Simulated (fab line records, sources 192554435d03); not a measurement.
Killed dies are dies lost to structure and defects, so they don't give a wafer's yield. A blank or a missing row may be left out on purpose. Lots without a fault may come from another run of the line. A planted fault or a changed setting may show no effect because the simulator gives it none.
fab line records | flow n5_finfet | part 2 of 2: steps 5 to 6 of 6
record lots=21 wafers=63 last_day=18
route steps=1938 shown HKMG_FIN@419 GATE_CUT@475
lots that met no fault: from a run of the same line without faults
start_h: hours from the record's first day to the start of the lot's first wafer shown | wait_h: hours since the lot's step before | " the same as in the row above | L1.1+2: a row that stands for several wafers | - no value, or no start given | * or withheld: withheld | < > ~ a bound
route shown NAME@n: a module of which the file shows steps, and the number in the route of the first | usual: mean/standard deviation of fault-free wafers | same: alike in all rows | chamber/n: place in a boat | sites: the reading at each site | _std_site: their standard deviation | _edge_site: outer sites' mean less inner sites' | radius_mm: how far each site lies from the wafer's centre | mask NAME#n: copy n | behind: the tool/chamber that last shaped the wafer | hold: why the lot was held/for how many hours/how that ended | device: the transistor (n, p or np) that didn't switch | end of line: the same wafers' tests at the end of the route | a step without rows: its recipe alone | killed: dies lost to structure and defects at the first sort, not the wafer's yield | map: a wafer's dies, x killed, . not, _ none there
set.NAME: the setting as run; set.NAME@STEP: as run at that earlier step | model.NAME: the simulator's own value behind a step, which no gauge read
steps of the route over a sample of lots; a table a step, a row a wafer
services: from which hour (start_h, from the record's first day; less than 0 if before it) a tool's chamber was out of use, for how many hours, and why
## steps
# step N5_GATE_CUT_CMP_02
# recipe stop_on=SiO2 t_overpolish_s=12.7 post_cmp_clean=alkaline_brush down_force_psi=2.5 platen_rpm=51.8 pad_velocity_m_s=1.0307 target_thk_nm=0
# usual motor_current_A=9.4/1.4 overpolish_run_s=12.700/0.0095 time_to_endpoint_s=25.4/2.6
# columns lot.wafer tool chamber start_h wait_h motor_current_A overpolish_run_s time_to_endpoint_s
L074.4 cmp-02 2 85.40 0.1 9.4 12.696 29.0
L074.6 " 0 " " 7.1 12.704 27.7
L074.5 " 1 " " 9.0 12.697 25.9
L075.4 cmp-01 0 91.50 0.1 9.5 12.698 23.8
L075.2 " 2 " " 11.6 12.697 27.0
L075.6 " 0 " " 10.0 12.706 25.2
L076.2 cmp-03 3 96.11 0.1 9.6 12.705 21.9
L076.3 " 2 " " 6.7 12.693 24.7
L076.5 " 0 " " 8.1 12.699 22.8
L077.2 cmp-03 2 102.81 0.1 6.6 12.698 22.8
L077.1 " 3 " " 9.9 12.692 23.2
L077.5 " 0 " " 8.0 12.703 22.1
L078.2 cmp-01 3 111.97 0.1 9.7 12.684 23.1
L078.5 " 1 " " 11.2 12.686 25.3
L078.6 " 2 " " 11.7 12.699 22.5
L079.4 cmp-02 1 124.33 0.1 9.0 12.703 26.1
L079.3 " 3 " " 8.2 12.694 25.0
L079.5 " 1 " " 9.1 12.696 22.9
L080.2 cmp-01 2 126.64 0.1 11.4 12.709 25.5
L080.6 " 0 " " 9.8 12.701 24.3
L080.5 " 1 " " 10.2 12.688 27.1
L081.2 cmp-02 2 131.54 0.1 9.3 12.696 28.5
L081.4 " 1 " " 8.8 12.696 22.8
L081.5 " 2 " " 8.9 12.705 30.2
L082.1 cmp-01 3 132.43 0.1 9.5 12.703 27.1
L082.3 " 1 " " 10.1 12.700 28.8
L082.5 " 3 " " 9.7 12.714 27.1
L083.4 cmp-01 3 139.12 0.0 9.5 12.705 27.7
L083.3 " 0 " " 9.6 12.697 24.2
L083.1 " 1 " " 11.1 12.705 25.4
L085.1 cmp-02 2 150.24 0.1 9.0 12.701 29.0
L085.2 " 3 " " 8.0 12.693 21.0
L085.6 " 2 " " 9.6 12.693 29.5
L086.4 cmp-01 2 156.43 0.1 11.6 12.696 29.0
L086.3 " 3 " " 10.4 12.698 27.6
L086.5 " 1 " " 11.9 12.696 27.3
L087.4 cmp-01 0 160.01 0.0 9.9 12.715 23.8
L087.3 " 1 " " 11.0 12.687 26.6
L087.5 " 0 " " 9.8 12.692 24.7
L088.4 cmp-02 1 169.24 0.0 9.8 12.688 28.0
L088.2 " 2 " " 8.9 12.697 31.0
L088.5 " 1 " " 9.4 12.704 25.4
L090.4 cmp-02 1 187.56 0.1 9.1 12.701 25.6
L090.3 " 2 " " 9.4 12.700 28.0
L090.5 " 3 " " 8.6 12.689 26.0
L091.2 cmp-02 3 192.35 0.1 8.7 12.715 23.9
L091.3 " 0 " " 7.1 12.704 27.9
L091.1 " 2 " " 9.3 12.700 25.7
L093.3 cmp-03 2 198.17 0.1 6.5 12.692 24.4
L093.4 " 3 " " 9.5 12.699 21.8
L093.2 " 1 " " 9.0 12.692 24.7
L094.1 cmp-02 0 207.92 0.3 6.9 12.682 27.6
L094.5 " 0 " " 6.6 12.696 26.3
L094.6 " 1 " " 9.0 12.693 23.4
L095.4 cmp-01 2 218.45 0.1 11.3 12.688 21.9
L095.2 " 3 " " 9.4 12.733 24.0
L095.3 " 0 " " 9.9 12.704 23.6
L097.4 cmp-02 2 229.00 0.1 9.5 12.693 27.1
L097.2 " 0 " " 7.0 12.680 23.5
L097.5 " 2 " " 8.9 12.693 26.8
L096.1 cmp-01 1 232.14 0.1 10.9 12.701 24.5
L096.2 " 2 " " 11.8 12.714 26.0
L096.4 " 0 " " 9.5 12.700 22.5
# step N5_GATE_CUT_HM_OPEN_40
# recipe chemistry=C4F6/O2 target=SiO2 mask_material=SiARC target_depth_a=1390 time_s=85.1 ion_energy_ev=250 pressure_mtorr=30 source_w=345 bias_w=185 Ar_flow_sccm=300 C4F6_flow_sccm=10 O2_flow_sccm=10 ends=cleared
# usual chamber_pressure_mTorr=30.000/0.026 drypump_motor_current_A=5.8/0.36 etch_rf_on_time_s=94.0/2.1 oes_product_au=0.69/0.08 rf_vpp_V=666/15 showerhead_plenum_p_Torr=2.88/0.078 throttle_valve_pct=20.9/0.33
# columns lot.wafer tool chamber start_h wait_h chamber_pressure_mTorr drypump_motor_current_A etch_rf_on_time_s oes_product_au rf_hours_counter_h rf_vpp_V showerhead_plenum_p_Torr throttle_valve_pct
L074.4 rie_diel-04 3 86.31 0.0 29.998 5.9 98.2 0.63 - 671 2.94 21.1
L074.5 " 0 " " 29.984 5.6 96.8 0.64 - 645 2.95 21.1
L074.6 " 1 " " 30.009 6.3 92.6 0.65 - 688 2.93 21.1
L075.2 rie_diel-05 2 92.54 0.0 30.015 5.8 95.4 0.66 187 649 2.84 20.9
L075.4 " 3 " " 30.010 5.6 97.4 0.63 - 660 2.86 21.1
L075.6 " 1 " " 30.009 5.3 95.0 0.70 - 655 2.86 20.7
L076.2 rie_diel-04 1 97.19 0.0 30.003 6.3 90.9 0.65 201 687 2.93 21.1
L076.3 " 3 " " 30.013 5.9 94.2 0.63 226 670 2.94 21.1
L076.5 " 0 " " 30.021 5.6 94.9 0.65 - 644 2.95 21.1
L077.1 rie_diel-01 2 103.69 0.0 30.010 5.4 95.6 0.63 219 679 2.83 21.5
L077.2 " 3 " " 30.039 5.7 94.2 0.68 120 675 2.72 20.6
L077.5 " 2 " " 29.987 5.4 97.5 0.63 - 678 2.83 21.5
L078.2 rie_diel-04 0 112.87 0.0 30.021 5.6 94.8 0.64 226 644 2.95 21.1
L078.5 " 2 " " 29.958 6.2 89.6 0.86 - 671 2.78 20.2
L078.6 " 3 " " 29.991 5.9 96.6 0.63 - 668 2.93 21.1
L079.3 rie_diel-04 0 125.37 0.0 29.987 5.6 95.5 0.64 229 644 2.94 21.1
L079.4 " 1 " " 30.001 6.3 94.2 0.64 208 686 2.93 21.1
L079.5 " 0 " " 30.008 5.6 94.8 0.64 - 646 2.94 21.1
L080.2 rie_diel-04 3 127.59 0.0 30.034 5.9 93.9 0.63 235 669 2.93 21.2
L080.5 " 3 " " 30.016 5.9 95.9 0.63 - 670 2.93 21.2
L080.6 " 2 " " 30.003 6.2 91.6 0.85 - 670 2.78 20.2
L081.2 rie_diel-04 1 132.50 0.0 29.996 6.3 92.1 0.64 210 688 2.93 21.1
L081.4 " 0 " " 30.046 5.6 94.8 0.64 231 644 2.94 21.1
L081.5 " 2 " " 30.050 6.2 90.7 0.84 - 671 2.78 20.2
L082.1 rie_diel-01 1 133.51 0.0 30.023 5.5 91.4 0.69 163 676 2.83 20.8
L082.3 " 3 " " 30.034 5.7 94.6 0.67 129 676 2.72 20.6
L082.5 " 0 " " 29.993 5.3 94.0 0.77 - 643 2.90 20.9
L083.1 rie_diel-04 2 140.08 0.0 29.969 6.2 92.2 0.83 14 670 2.78 20.2
L083.3 " 0 " " 30.014 5.7 95.2 0.64 233 645 2.94 21.1
L083.4 " 1 " " 29.952 6.3 94.9 0.64 212 688 2.93 21.1
L085.1 rie_diel-04 0 151.44 0.0 30.008 5.6 93.6 0.63 236 646 2.94 21.1
L085.2 " 2 " " 29.956 6.2 89.5 0.83 16 670 2.77 20.3
L085.6 " 1 " " 29.946 6.3 92.9 0.64 - 687 2.92 21.1
L086.3 rie_diel-05 2 157.34 0.0 29.993 5.9 95.4 0.64 209 651 2.83 21.0
L086.4 " 1 " " 29.997 5.2 95.4 0.69 139 655 2.85 20.7
L086.5 " 1 " " 30.002 5.2 95.1 0.69 - 656 2.86 20.7
L087.3 rie_diel-01 1 161.09 0.0 30.009 5.5 93.0 0.68 170 676 2.82 20.8
L087.4 " 2 " " 30.011 5.4 97.8 0.62 237 678 2.83 21.5
L087.5 " 1 " " 29.970 5.5 94.4 0.67 - 675 2.82 20.8
L088.2 rie_diel-04 1 170.32 0.0 29.997 6.3 92.2 0.63 221 686 2.92 21.1
L088.4 " 3 " " 29.952 5.9 95.9 0.63 245 669 2.93 21.2
L088.5 " 0 " " 30.043 5.6 94.3 0.64 - 645 2.94 21.1
L090.3 rie_diel-05 0 188.57 0.0 30.027 5.4 91.7 0.82 24 658 3.05 21.0
L090.4 " 1 " " 29.994 5.2 93.6 0.69 145 656 2.85 20.7
L090.5 " 1 " " 29.993 5.2 92.9 0.68 - 653 2.85 20.7
L091.1 rie_diel-04 0 193.31 0.0 29.976 5.6 96.5 0.62 249 644 2.93 21.1
L091.2 " 2 " " 30.024 6.2 89.7 0.81 29 670 2.77 20.3
L091.3 " 1 " " 29.958 6.3 93.5 0.63 228 686 2.92 21.1
L093.2 rie_diel-04 0 199.31 0.0 29.994 5.6 95.5 0.62 251 645 2.93 21.1
L093.3 " 2 " " 29.979 6.2 89.4 0.81 31 671 2.77 20.3
L093.4 " 2 " " 30.013 6.2 89.9 0.80 - 670 2.77 20.3
L094.1 rie_diel-05 1 209.03 0.0 29.987 5.2 93.1 0.67 152 655 2.85 20.7
L094.5 " 1 " " 30.052 5.2 95.2 0.68 - 654 2.85 20.7
L094.6 " 2 " " 29.964 5.9 95.9 0.64 - 651 2.82 21.0
L095.2 rie_diel-04 3 219.63 0.0 30.030 5.9 94.3 0.86 5 669 2.92 20.8
L095.3 " 1 " " 29.978 6.3 92.3 0.62 238 687 2.91 21.1
L095.4 " 2 " " 30.003 6.2 93.0 0.78 - 669 2.76 20.3
L097.2 rie_diel-01 0 229.95 0.0 29.996 5.3 91.8 0.73 75 647 2.88 20.9
L097.4 " 2 " " 30.036 5.4 96.8 0.61 - 678 2.82 21.5
L097.5 " 1 " " 29.973 5.5 95.5 0.66 - 675 2.82 20.8
L096.1 rie_diel-05 3 233.23 0.0 29.986 5.6 98.0 0.60 227 660 2.84 21.2
L096.2 " 2 " " 30.048 5.9 95.1 0.63 228 649 2.82 21.0
L096.4 " 0 " " 30.031 5.4 95.9 0.79 39 657 3.04 21.0
## services
# columns tool chamber start_h hours kind
rie_diel-02 0 53.04 14.0 repair
rie_diel-02 - 63.34 4.1 repair
ald_metal-02 - 64.59 6.0 pm
cmp-01 - 64.95 3.6 pm
cmp-02 - 68.68 2.2 repair
ald_metal-02 3 85.05 15.9 repair
rie_diel-06 - 100.57 14.6 pm
cmp-01 - 103.09 4.4 pm
ald_metal-03 1 110.48 4.2 repair
rie_diel-06 0 131.05 5.5 repair
rie_diel-05 1 141.67 9.0 repair
cmp-01 - 149.02 0.2 repair
cmp-01 - 161.62 0.5 repair
rie_diel-06 0 162.38 3.7 repair
rie_diel-02 1 162.82 3.1 repair
ald_metal-04 1 168.48 2.2 repair
cmp-01 - 171.43 1.2 repair
cmp-02 - 172.72 1.7 repair
ald_metal-04 3 175.80 1.5 repair
ald_metal-03 - 187.71 1.8 repair
ald_metal-02 3 197.98 17.2 repair
cmp-01 - 203.68 4.0 pm
ald_metal-02 1 219.92 10.1 repair
ald_metal-02 - 224.23 4.3 pm
